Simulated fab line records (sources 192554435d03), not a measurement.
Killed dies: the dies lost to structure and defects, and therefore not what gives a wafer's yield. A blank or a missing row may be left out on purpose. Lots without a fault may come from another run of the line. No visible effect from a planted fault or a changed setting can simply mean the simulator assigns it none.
Chamber matching ; flow n5-finfet ; N5_BEOL_M12_DEP_53 on pecvd-02 has 3 sister chambers
The step deposits SiCN from 3MS/NH3, target thk 30 nm, time 10.5 s. 20 wafers are shown with their chamber, then 10 later ones without.

== WAFERS WITH THEIR CHAMBER ==
wafer;chamber;showerhead-plenum-p-Torr (Torr);throttle-valve-pct (%)
L074.3;2;4.164;18.0
L074.4;1;4.140;18.6
L074.5;0;4.159;18.5
L078.1;2;4.158;18.0
L078.4;1;4.138;18.8
L078.6;0;4.165;18.6
L081.1;2;4.170;18.2
L081.2;1;4.130;18.9
L081.6;1;4.135;18.7
L083.1;0;4.176;18.6
L083.2;1;4.138;18.8
L083.3;2;4.185;18.0
L083.4;0;4.166;18.4
L083.5;2;4.169;18.3
L083.6;1;4.150;18.7
L082.1;1;4.143;18.5
L082.3;2;4.165;18.1
L082.6;0;4.161;18.8
L086.3;2;4.177;18.3
L086.5;0;4.171;18.8

SIGNATURES, as means of the wafers listed above
reading;chamber 0;chamber 1;chamber 2;scatter within a chamber
showerhead-plenum-p-Torr;4.16633;4.13914;4.16971;0.00734
throttle-valve-pct;18.617;18.714;18.129;0.144
Rule: for each reading, subtract the chamber's mean from the wafer's reading, divide by that reading's scatter and square the result; add these up over the readings and take the root, which gives the wafer's distance from the chamber. The wafer belongs to the nearest chamber; if the next one is less than 2 further off, it can't be placed. The scatter is the square root of a quotient: the sum, over the shown wafers, of each reading's squared deviation from its chamber's mean, divided by wafers minus chambers.

== WAFERS WITHOUT THEIR CHAMBER ==
wafer;showerhead-plenum-p-Torr (Torr);throttle-valve-pct (%)
L086.6;4.176;18.3
L089.1;4.172;18.3
L089.2;4.162;18.3
L089.5;4.165;18.2
L092.3;4.172;18.1
L092.5;4.172;18.3
L092.6;4.171;18.3
L096.1;4.130;17.3
L096.5;4.170;18.6
L096.6;4.137;17.1

== WHICH CHAMBER EACH ONE RAN IN ==
wafer;from the rows above;in truth
L086.6;can't be placed: 2 or 0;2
L089.1;can't be placed: 2 or 0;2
L089.2;can't be placed: 2 or 0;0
L089.5;2;2
L092.3;2;2
L092.5;can't be placed: 2 or 0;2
L092.6;can't be placed: 2 or 0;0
L096.1;2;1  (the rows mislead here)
L096.5;0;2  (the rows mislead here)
L096.6;2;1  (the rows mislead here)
Correctly placed: 2 of 10. Unplaceable from these rows: 5, with the true chamber sitting among the candidates in 5. Wrongly placed: 3.
